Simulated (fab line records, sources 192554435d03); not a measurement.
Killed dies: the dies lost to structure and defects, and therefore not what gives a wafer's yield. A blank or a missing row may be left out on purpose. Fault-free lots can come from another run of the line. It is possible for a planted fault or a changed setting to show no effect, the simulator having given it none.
Split-lot experiment ; flow n5Finfet ; 39 wafers read across 7 lots, on a route 1938 steps long

== ON THE SPLIT ==
At N5_MOL_CONTACT_COAG_ALD_131 (deposits SiO2, target thk 5 nm, pulse time 1 s, co reactant pulse time 1 s), the setting aldCycles was moved away from the recipe's 35 on 18 of the 39 wafers read, by -11.4% to +14.3%. This setting was run at the recipe's value on the other wafers.

Reading taken at the split's own step.

== THE READING ==
SiO2_of_MOL_CONTACT_COAG_ALD_131.thkNm (the simulator's own value, which no gauge read), in nm, at N5_MOL_CONTACT_COAG_ALD_131 (deposits SiO2, target thk 5 nm, pulse time 1 s, co reactant pulse time 1 s). There is no usual value for it anywhere in the file.

wafer;tool, chamber at the split;aldCycles as run;against the recipe;SiO2_of_MOL_CONTACT_COAG_ALD_131.thkNm, nm;against lot-mates on the recipe
L074.1;aldSin-03, 1,0,3;33;-5.7%;4.8;-0.2
L074.2;aldSin-03, 1,0,3;33;-5.7%;4.8;-0.2
L074.3;aldSin-03, 1,0,3;33;-5.7%;4.8;-0.2
L074.4;aldSin-03, 2,2,3;35;recipe;5;-
L074.5;aldSin-03, 2,2,3;35;recipe;5;-
L074.6;aldSin-03, 2,2,3;35;recipe;5;-
L078.1;aldSin-04, 0,2,1;35;recipe;5;-
L078.3;aldSin-04, 0,2,1;35;recipe;5;-
L078.6;aldSin-04, 0,2,1;35;recipe;5;-
L078.2;aldSin-04, 1;40;+14.3%;5.6;+0.6
L078.4;aldSin-04, 3,0;40;+14.3%;5.8;+0.8
L078.5;aldSin-04, 3,0;40;+14.3%;5.8;+0.8
L081.1;aldSin-04, 0,1,1;40;+14.3%;5.8;+0.8
L081.4;aldSin-04, 0,1,1;40;+14.3%;5.8;+0.8
L081.6;aldSin-04, 0,1,1;40;+14.3%;5.8;+0.8
L081.2;aldSin-04, 2,3,2;35;recipe;5;-
L081.3;aldSin-04, 2,3,2;35;recipe;5;-
L081.5;aldSin-04, 2,3,2;35;recipe;5;-
L086.2;aldSin-04, 1,1,0;35;recipe;5;-
L086.5;aldSin-04, 1,1,0;35;recipe;5;-
L086.6;aldSin-04, 1,1,0;35;recipe;5;-
L088.1;aldSin-03, 0,1,2;31;-11.4%;4.4;-0.6
L088.3;aldSin-03, 0,1,2;31;-11.4%;4.4;-0.6
L088.4;aldSin-03, 0,1,2;31;-11.4%;4.4;-0.6
L088.2;aldSin-03, 3,1,2;35;recipe;5;-
L088.5;aldSin-03, 3,1,2;35;recipe;5;-
L088.6;aldSin-03, 3,1,2;35;recipe;5;-
L095.1;aldSin-03, 1,2,0;35;recipe;5;-
L095.3;aldSin-03, 1,2,0;35;recipe;5;-
L095.5;aldSin-03, 1,2,0;35;recipe;5;-
L095.2;aldSin-03, 3,0,1;31;-11.4%;4.4;-0.6
L095.4;aldSin-03, 3,0,1;31;-11.4%;4.4;-0.6
L095.6;aldSin-03, 3,0,1;31;-11.4%;4.4;-0.6
L096.1;aldSin-03, 3,2,0;35;recipe;5;-
L096.4;aldSin-03, 3,2,0;35;recipe;5;-
L096.5;aldSin-03, 3,2,0;35;recipe;5;-
L096.2;aldSin-03, 0,1,1;31;-11.4%;4.4;-0.6
L096.3;aldSin-03, 0,1,1;31;-11.4%;4.4;-0.6
L096.6;aldSin-03, 0,1,1;31;-11.4%;4.4;-0.6
When a row names more than one chamber, that row covers several wafers, and the file does not tell which wafer ran in which chamber.

THE FIT
A straight line over all 39 wafers: SiO2_of_MOL_CONTACT_COAG_ALD_131.thkNm changes by +0.0525 nm for each +1% of aldCycles; r = +1.00; the points scatter about the line by 0.041 nm.
The same after taking each lot's own level away (the mean of its wafers on the recipe; 39 wafers): +0.0525 nm for each +1%; r = +1.00; scatter 0.041 nm.
Per that fit: largest aldCycles move, reading shift of 0.75 nm.
The lots' own levels span 5.00 to 5.00 nm.
Consequently the slope shifts little with the lot-to-lot level, the two slopes agreeing.
Check: for one of the wafers moved furthest among these (+14.3%), held out of the fit, the line's prediction against its lot-mates is +0.782 nm. Against them it came out at +0.6 nm.

== OTHER SPLITS APPLIED TO THESE WAFERS ==
Other splits were also applied to these wafers ahead of the reading. Each is held against what the fit with the lots' levels taken away leaves over:
other split on the same wafers;wafers away from the commonest value;r with SiO2_of_MOL_CONTACT_COAG_ALD_131.thkNm (lot level and that fit taken away)
N5_MOL_CONTACT_COAG_EXPOSE_81 doseMj;12;-0.29

== FILE'S OWN FIT ==
SiO2_of_MOL_CONTACT_COAG_ALD_131.thkNm changes by +0.0524 nm for each +1% of aldCycles, r = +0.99.
